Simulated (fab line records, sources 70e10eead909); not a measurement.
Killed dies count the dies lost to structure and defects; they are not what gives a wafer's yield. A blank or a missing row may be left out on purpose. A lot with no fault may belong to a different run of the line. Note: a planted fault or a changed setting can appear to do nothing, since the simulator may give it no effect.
Matching of chambers | flow nand-harc | 3 sister chambers for NHARC_A_STAIRCASE_DEP_417 on pecvd-04
The step deposits Si3N4, target thk 60 nm. 24 wafers are shown with their chamber, then 12 later ones without.

== EACH WAFER AND ITS CHAMBER ==
wafer  | chamber | heater-power-w (W)
L075.3 | 1       | 824
L075.4 | 2       | 656
L075.6 | 0       | 650
L078.2 | 0       | 630
L078.4 | 0       | 616
L078.6 | 1       | 786
L081.3 | 1       | 784
L081.4 | 1       | 790
L081.6 | 2       | 597
L080.1 | 0       | 589
L080.2 | 2       | 630
L080.4 | 1       | 831
L080.3 | 1       | 850
L080.5 | 0       | 597
L080.6 | 2       | 624
L088.1 | 2       | 624
L088.5 | 2       | 640
L088.6 | 0       | 653
L085.4 | 1       | 792
L085.5 | 2       | 668
L085.6 | 0       | 652
L086.2 | 1       | 676
L086.3 | 0       | 548
L086.5 | 2       | 554

SIGNATURES, as means of the wafers listed above
reading        | chamber 0 | chamber 1 | chamber 2 | scatter within a chamber
heater-power-w | 616.88    | 791.62    | 624.12    | 42.6
Rule: a wafer lies at a distance from a chamber equal to the root of the sum of squares, over the readings, of (its reading less the chamber's mean, divided by the reading's scatter). If the next closest chamber is less than 2 further off than the closest, the wafer can't be placed; otherwise it belongs to the closest. The scatter: the root of (the sum of the squares of (reading less its chamber's mean) over the shown wafers, divided by (wafers less chambers)).

== WAFERS WITH NO CHAMBER GIVEN ==
wafer  | heater-power-w (W)
L090.3 | 699
L090.4 | 702
L090.5 | 652
L092.2 | 566
L092.3 | 665
L092.4 | 682
L092.1 | 819
L092.5 | 666
L092.6 | 588
L097.2 | 620
L097.3 | 696
L097.6 | 714

== WHICH CHAMBER EACH WENT THROUGH ==
wafer  | from the rows above          | in truth
L090.3 | can't be placed: 2 or 0 or 1 | 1
L090.4 | can't be placed: 2 or 0 or 1 | 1
L090.5 | can't be placed: 2 or 0      | 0
L092.2 | can't be placed: 0 or 2      | 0
L092.3 | can't be placed: 2 or 0      | 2
L092.4 | can't be placed: 2 or 0 or 1 | 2
L092.1 | 1                            | 1
L092.5 | can't be placed: 2 or 0 or 1 | 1
L092.6 | can't be placed: 0 or 2      | 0
L097.2 | can't be placed: 0 or 2      | 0
L097.3 | can't be placed: 2 or 0 or 1 | 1
L097.6 | can't be placed: 1 or 2 or 0 | 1
Placed correctly: 1 of 12. Not placeable from these rows: 11 (in 11, the candidates include the true chamber). Wrongly placed: 0.
